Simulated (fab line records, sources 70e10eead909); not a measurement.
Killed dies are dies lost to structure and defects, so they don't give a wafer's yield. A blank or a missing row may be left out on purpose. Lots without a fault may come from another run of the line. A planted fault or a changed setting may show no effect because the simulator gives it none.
A struck lot beside a sound one | flow nand_harc | 14 steps out of a route of 1302
Sound: wafers L713.3, L713.4, L713.6. Struck: wafers L725.1, L725.3, L725.5. The cause comes at the end.
At each step with rows: each side's tool, then ch and its chambers, then its first start. Under that, the readings that differ: sound wafers | struck wafers | difference of the means | sigmas: that difference in standard deviations of wafers without a fault.
alike: readings whose means differ by less than 2 such deviations, and words and numbers that are the same on both sides. not compared: withheld readings, readings that some wafer has no value for, bounds like >300 that may hide the same value, and numbers for which the record gives no deviation and whose values overlap.
The two part at a step that has a row with sigmas, a row that says differs or no value, or rows on one side only. Numbers that don't overlap but have no deviation are shown without sigmas and don't part them. A reading that every wafer of one side lacks parts them only if that side has two wafers or more.

first, 2 steps without rows for these wafers: NHARC_A_CHANNEL_HOLE_D2_ETCH_39 (etches the open film in N2/H2, target depth 260 nm, time 325 s); NHARC_A_CHANNEL_HOLE_D2_ETCH_34 (etches the open film in CF4/CHF3, target depth 154 nm, time 77 s).
NHARC_A_CHANNEL_HOLE_D2_ETCH_16: etches the open film in O2/COS, target depth 3100 nm, time 806 s.
  sound on rie_diel-07 ch 0,1,3; struck on rie_diel-07 ch 0,2
  alike: bias_w, chamber_pressure_mTorr, drypump_motor_current_A, oes_product_au, rf_vpp_V, showerhead_plenum_p_Torr, throttle_valve_pct
  not compared: rf_hours_counter_h
NHARC_A_CHANNEL_HOLE_D2_CD_MEAS_18:
  sound on cd_sem-03, day 15 22:07; struck on cd_sem-01, day 21 03:09
  alike: cd_nm
NHARC_A_CHANNEL_HOLE_D2_ETCH_19: etches the open film in C4F8/O2/Ar, time 34.5 s.
  sound on har_etch-02 ch 0,1, day 16 01:09; struck on har_etch-02 ch 0,1, day 21 03:38
  alike: bias_v, c4f8_flow_sccm, drypump_motor_current_A, showerhead_plenum_p_Torr, throttle_valve_pct
  not compared: rf_hours_counter_h
NHARC_A_CHANNEL_HOLE_D2_ETCH_20: etches the open film in C4F8/O2/Ar, time 361.9 s, target depth 1600 nm.
  sound on har_etch-02 ch 0,1, day 16 01:20; struck on har_etch-02 ch 0,1, day 21 03:46
  alike: c4f8_flow_sccm, chamber_pressure_mTorr, drypump_motor_current_A, showerhead_plenum_p_Torr, throttle_valve_pct
  not compared: rf_hours_counter_h
then, 1 step without rows for these wafers: NHARC_A_CHANNEL_HOLE_D2_ETCH_21 (etches the open film in C4F8/O2/Ar, time 514.3 s, target depth 1600 nm).
NHARC_A_CHANNEL_HOLE_D2_ETCH_22: etches the open film in C4F8/O2/Ar, time 666.7 s, target depth 1600 nm.
  sound on har_etch-02 ch 0,1, day 16 02:10; struck on har_etch-02 ch 0,1, day 21 04:30
  alike: c4f8_flow_sccm, chamber_pressure_mTorr, drypump_motor_current_A, showerhead_plenum_p_Torr, throttle_valve_pct
  not compared: rf_hours_counter_h
then, 1 step without rows for these wafers: NHARC_A_CHANNEL_HOLE_D2_ETCH_23 (etches the open film in C4F8/O2/Ar, time 819 s, target depth 1600 nm).
NHARC_A_CHANNEL_HOLE_D2_ETCH_24: etches the open film in C4F8/O2/Ar, time 906.2 s, target depth 1500 nm.
  sound on har_etch-02 ch 0,1, day 16 03:28; struck on har_etch-02 ch 0,1, day 21 05:46
  alike: c4f8_flow_sccm, chamber_pressure_mTorr, drypump_motor_current_A, showerhead_plenum_p_Torr, throttle_valve_pct
  not compared: rf_hours_counter_h
then, 2 steps without rows for these wafers: NHARC_A_CHANNEL_HOLE_D2_ETCH_25 (etches the open film in C4F8/O2/Ar, time 1040.2 s, target depth 1500 nm); NHARC_A_CHANNEL_HOLE_D2_ETCH_26 (etches the open film in C4F8/O2/Ar, time 224.1 s, target depth 300 nm).
NHARC_A_CHANNEL_HOLE_D2_ETCH_27: etches the open film in C4F8/O2/Ar, time 90 s, target depth 400 nm.
  sound on har_etch-02 ch 0,1, day 16 05:08; struck on har_etch-02 ch 0,1, day 21 07:36
  no value came back on the struck wafers for any of 6 readings (bias_v (V), c4f8_flow_sccm (sccm) and others); on the sound wafers bias_v (V) reads 401 399 400
  not compared: rf_hours_counter_h
then, 1 step without rows for these wafers: NHARC_A_CHANNEL_HOLE_D2_STRIP_41 (strips in N2/H2).

WHERE THEY PART
Only at NHARC_A_CHANNEL_HOLE_D2_ETCH_27, within this record.

WHY: what the simulator had put in
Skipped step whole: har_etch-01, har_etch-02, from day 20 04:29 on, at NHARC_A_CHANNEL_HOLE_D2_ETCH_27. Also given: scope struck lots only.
